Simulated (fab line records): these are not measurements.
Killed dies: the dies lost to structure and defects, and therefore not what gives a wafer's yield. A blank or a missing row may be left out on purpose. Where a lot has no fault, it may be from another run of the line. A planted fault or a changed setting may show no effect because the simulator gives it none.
fab line records	flow nand_harc	part 2 of 2: steps 23 to 31 of 31
record: lots: 5	wafers: 15	last_day: 32
route steps=1302 shown P_M2@350 P_BONDPAD@351
lots untouched by any fault: they come from a run of this same line in which no faults occurred
start_h: start of the lot's first displayed wafer, in hours after the record's first day	wait_h: time in hours since the lot's previous step	" identical to the entry in the row above	L1.1+2: a single row standing in for several wafers	- no value present, or no start provided	* or withheld: withheld	< > ~ a bound
route shown NAME@n: NAME is a module with steps in the file, n the number in the route of the first one	usual: mean/standard deviation taken from wafers without a fault	same: alike in all rows	chamber/n: place in a boat	sites: the reading at each site	_std_site: the values' standard deviation	_edge_site: inner sites' mean taken away from outer sites' mean	radius_mm: how far each site lies from the wafer's centre	mask NAME#n: copy n	behind: the last tool/chamber to shape the wafer	hold: cause of the lot's hold/its duration in hours/its outcome	device: which transistor (n, p or np) failed to switch	end of line: the same wafers' tests at the end of the route	a step without rows: its recipe alone	killed: not the wafer's yield, but the dies lost to structure and defects at the first sort	map: dies across one wafer; x = killed, . = not, _ = none there
set.NAME: the setting that was run; set.NAME@STEP: the one run at that earlier step	model.NAME: the simulator's own value behind a step, which no gauge read
lots at selected steps of the route; one table per step, one row per wafer
services: from which hour (start_h, from the record's first day; less than 0 if before it) a tool's chamber was out of use, for how many hours, and why
== steps ==
step: NHARC_P_BONDPAD_ETCH_24
recipe: target_depth_a: 300	over_etch_frac: 0.3	time_s: 72.99	ion_energy_ev: 150	cf4_flow_sccm: 50	n2_flow_sccm: 100	ar_flow_sccm: 150	rf_w: 300	bias_w: 100	chemistry: CF4/N2
usual: drypump_motor_current_A: 5.3/0.54	oes_product_au: 1.001/0.0093	rf_fwd_power_W: 297.6/1	rf_vpp_V: 314.3/1.7	showerhead_plenum_p_Torr: 2.63/0.084	throttle_valve_pct: 19.794/0.0096
lot.wafer	tool	chamber	start_h	wait_h	drypump_motor_current_A	oes_product_au	rf_fwd_power_W	rf_hours_counter_h	rf_vpp_V	showerhead_plenum_p_Torr	throttle_valve_pct
L079.2	rie_diel-06	1	189.99	0.2	4.8	1.015	296.1	2.8	314.8	2.70	19.785
L079.6	"	2	"	"	5.3	1.021	296.9	-	315.6	2.78	19.787
L079.5	"	3	"	"	4.8	1.009	295.3	-	312.8	2.56	19.791
L081.3	rie_diel-13	1	-	-	5.1	1.010	298.3	1.3	313.9	2.60	19.808
L081.4	"	2	"	"	6.5	1.004	297.7	1.3	316.1	2.68	19.787
L081.5	"	1	"	"	5.1	1.014	297.8	-	314.0	2.60	19.810
L085.3	rie_diel-06	0	242.62	0.1	5.4	1.006	298.9	6.3	313.4	2.54	19.776
L085.5	"	1	"	"	4.8	1.005	298.2	-	316.0	2.70	19.813
L085.4	"	3	"	"	4.8	1.017	298.3	-	312.2	2.56	19.811
L086.1	rie_diel-13	0	258.34	0.1	5.0	0.988	298.0	3.4	315.7	2.64	19.781
L086.6	"	0	"	"	5.0	0.988	298.4	-	315.0	2.64	19.797
L086.5	"	2	"	"	6.5	1.009	295.9	-	313.8	2.68	19.803
L095.4	rie_diel-07	3	-	-	5.1	0.999	298.8	2.1	316.8	2.73	19.800
L095.6	"	2	"	"	6.1	1.004	297.7	-	315.6	2.69	19.800
L095.5	"	3	"	"	5.1	0.998	298.6	-	316.0	2.73	19.804
step: NHARC_P_BONDPAD_STRIP_16
recipe: time_s: 600	temp_c: 30	chemistry: post_etch_residue_remover
usual: bath_heat_duty_pct: 12.5/1.2
lot.wafer	tool	chamber	start_h	wait_h	bath_heat_duty_pct
L079.2	wet_bench-10	4	190.15	-	12.2
L079.6	"	7	"	"	13.2
L079.5	"	1	"	"	12.9
L081.3	wet_bench-08	7	200.88	-	11.6
L081.4	"	0	"	"	10.6
L081.5	"	2	"	"	11.8
L085.5	wet_bench-08	6	242.76	-	13.2
L085.4	"	7	"	"	11.4
L085.3	"	0	"	"	9.4
L086.5	wet_bench-08	6	258.48	-	13.5
L086.1	"	0	"	"	11.5
L086.6	"	3	"	"	12.1
L095.6	wet_bench-10	0	349.81	-	14.3
L095.4	"	1	"	"	12.2
L095.5	"	3	"	"	12.7
step: NHARC_P_BONDPAD_DEGAS_25
recipe: temp_c: 300	time_s: 60
usual: heater_power_w: 467/33
lot.wafer	tool	chamber	start_h	wait_h	heater_power_w
L079.2	pvd_sputter-02	-	190.43	-	531
L079.6	"	-	"	"	503
L079.5	"	-	"	"	472
L081.4	pvd_sputter-03	-	201.15	-	502
L081.3	"	-	"	"	436
L081.5	"	-	"	"	506
L085.3	pvd_sputter-02	-	243.04	-	531
L085.4	"	-	"	"	491
L085.5	"	-	"	"	502
L086.1	pvd_sputter-02	-	258.75	-	458
L086.5	"	-	"	"	476
L086.6	"	-	"	"	512
L095.4	pvd_sputter-01	-	350.08	-	447
L095.6	"	-	"	"	448
L095.5	"	-	"	"	443
step: NHARC_P_BONDPAD_PRE_CLEAN_26
recipe: time_s: 30	temp_c: 280	gas: H2/He
usual: heater_power_w: 411/29
lot.wafer	tool	chamber	start_h	wait_h	heater_power_w
L079.2	pvd_sputter-02	-	-	-	452
L079.5	"	-	"	"	469
L079.6	"	-	"	"	437
L081.4	pvd_sputter-03	-	-	-	431
L081.3	"	-	"	"	357
L081.5	"	-	"	"	401
L085.4	pvd_sputter-02	-	-	-	431
L085.3	"	-	"	"	461
L085.5	"	-	"	"	446
L086.1	pvd_sputter-02	-	-	-	463
L086.6	"	-	"	"	466
L086.5	"	-	"	"	434
L095.4	pvd_sputter-01	-	-	-	399
L095.6	"	-	"	"	387
L095.5	"	-	"	"	403
step: NHARC_P_BONDPAD_PVD_17
recipe: target_thk_a: 50	bias_v: 168.6	power_w: 15000	chamber_pressure_pa: 0.12	time_s: 8.06	substrate_temp_c: 50	material: TaN
usual: throttle_valve_pct: 29.9/0.9
lot.wafer	tool	chamber	start_h	wait_h	throttle_valve_pct
L079.2	pvd_sputter-02	-	-	-	30.3
L079.6	"	-	"	"	29.3
L079.5	"	-	"	"	30.6
L081.3	pvd_sputter-03	-	-	-	30.9
L081.4	"	-	"	"	28.3
L081.5	"	-	"	"	29.9
L085.3	pvd_sputter-02	-	-	-	30.3
L085.4	"	-	"	"	29.0
L085.5	"	-	"	"	30.2
L086.1	pvd_sputter-02	-	-	-	30.9
L086.6	"	-	"	"	30.8
L086.5	"	-	"	"	30.4
L095.4	pvd_sputter-01	-	-	-	30.2
L095.5	"	-	"	"	29.9
L095.6	"	-	"	"	29.6
step: NHARC_P_BONDPAD_PVD_27
recipe: target_thk_a: 300	chamber_pressure_pa: 5	power_w: 5000	substrate_temp_c: 30	time_s: 20.49	material: Cu
usual: throttle_valve_pct: 29.8/0.89
lot.wafer	tool	chamber	start_h	wait_h	throttle_valve_pct
L079.2	pvd_sputter-02	-	-	-	30.2
L079.5	"	-	"	"	29.2
L079.6	"	-	"	"	30.8
L081.3	pvd_sputter-03	-	-	-	29.2
L081.4	"	-	"	"	28.2
L081.5	"	-	"	"	29.7
L085.4	pvd_sputter-02	-	-	-	30.1
L085.3	"	-	"	"	29.8
L085.5	"	-	"	"	30.8
L086.1	pvd_sputter-02	-	-	-	29.6
L086.5	"	-	"	"	29.1
L086.6	"	-	"	"	30.9
L095.4	pvd_sputter-01	-	-	-	31.5
L095.5	"	-	"	"	30.0
L095.6	"	-	"	"	31.3
step: NHARC_P_BONDPAD_ECD_18
recipe: target_thk_a: 4000	bath_temp_c: 25	material: Cu
usual: bath_heat_duty_pct: 6.1/0.82
lot.wafer	tool	chamber	start_h	wait_h	bath_heat_duty_pct
L079.2	ecd_cu-01	1	190.82	-	6.1
L079.6	"	0	"	"	5.9
L079.5	"	1	"	"	5.3
L081.3	ecd_cu-02	1	201.60	-	6.8
L081.4	"	0	"	"	5.6
L081.5	"	0	"	"	5.4
L085.3	ecd_cu-02	0	243.49	-	5.0
L085.4	"	1	"	"	7.3
L085.5	"	0	"	"	5.4
L086.1	ecd_cu-01	0	259.11	-	5.8
L086.6	"	0	"	"	5.6
L086.5	"	1	"	"	6.7
L095.4	ecd_cu-02	0	350.54	-	4.9
L095.5	"	0	"	"	5.9
L095.6	"	1	"	"	7.3
step: NHARC_P_BONDPAD_ANNEAL_28
recipe: temp_c: 225	time_s: 90
usual: wafer_temp_C_max: 226.1/0.35
lot.wafer	tool	chamber	start_h	wait_h	wafer_temp_C_max
L079.2	rtp_anneal-01	0	191.20	-	226.4
L079.5	"	0	"	"	226.8
L079.6	"	0	"	"	226.5
L081.3	rtp_anneal-02	0	201.98	-	226.2
L081.4	"	0	"	"	226.0
L081.5	"	0	"	"	225.6
L085.3	rtp_anneal-02	0	243.86	-	225.5
L085.4	"	0	"	"	225.9
L085.5	"	0	"	"	225.5
L086.1	rtp_anneal-02	0	259.49	0.3	226.4
L086.5	"	0	"	"	226.0
L086.6	"	0	"	"	226.1
L095.4	rtp_anneal-01	0	350.97	0.4	226.5
L095.5	"	0	"	"	226.5
L095.6	"	0	"	"	226.0
step: NHARC_P_BONDPAD_CMP_19
recipe: t_overpolish_s: 30	cu_recess_touch_s: 16	target_thk_nm: 160.81
usual: motor_current_A: 12.3/1.4	overpolish_run_s: 30.000/0.009	pad_life_wafers: 197/130	slurry_flow_ml_min: 150.0/0.5
same: t_overpolish_s: 30
lot.wafer	tool	chamber	start_h	wait_h	motor_current_A	overpolish_run_s	pad_life_wafers	slurry_flow_ml_min
L079.2	cmp-03	3	191.49	-	12.1	30.005	108	150.3
L079.6	"	3	"	"	12.6	29.990	-	149.9
L079.5	"	0	"	"	11.3	30.027	-	150.1
L081.3	cmp-01	0	202.22	-	14.1	29.994	42	150.9
L081.4	"	1	"	"	12.8	30.003	43	150.6
L081.5	"	1	"	"	12.7	30.016	-	149.5
L085.4	cmp-03	3	244.11	-	13.2	29.986	324	150.0
L085.3	"	2	"	"	10.8	30.006	327	149.2
L085.5	"	0	"	"	11.6	29.996	-	149.3
L086.1	cmp-02	0	259.87	-	9.8	30.001	85	150.2
L086.6	"	3	"	"	11.5	29.994	-	150.2
L086.5	"	0	"	"	9.9	30.004	-	150.2
L095.4	cmp-02	3	351.22	-	11.2	30.000	68	150.3
L095.6	"	1	"	"	11.9	30.014	-	150.8
L095.5	"	2	"	"	12.2	30.007	-	150.0
== services ==
tool	chamber	start_h	hours	kind
rie_diel-13	-	165.32	9.0	pm
rie_diel-07	3	166.02	8.9	repair
krf_scanner-03	-	166.33	1.6	repair
rie_diel-06	1	181.75	4.7	repair
rie_diel-06	0	186.77	7.7	repair
rie_diel-07	1	187.59	3.4	repair
rie_diel-07	-	191.11	0.8	repair
rie_diel-06	1	192.74	4.4	repair
rie_diel-06	1	207.79	1.9	repair
krf_scanner-03	-	224.00	4.0	pm
rie_diel-07	3	225.28	14.1	repair
pvd_sputter-02	-	225.95	10.9	repair
rie_diel-06	2	233.21	12.9	repair
rie_diel-13	3	243.16	34.5	repair
litho_track-07	-	251.00	7.0	pm
krf_scanner-03	-	258.18	1.1	repair
rie_diel-07	0	274.78	9.3	repair
pvd_sputter-02	-	282.45	10.0	pm
rie_diel-07	-	294.20	9.0	pm
litho_track-05	-	299.00	7.0	pm
rie_diel-06	-	307.22	9.0	pm
wet_bench-10	-	311.20	8.0	pm
rie_diel-07	1	330.35	17.6	repair
rie_diel-13	-	342.32	9.0	pm
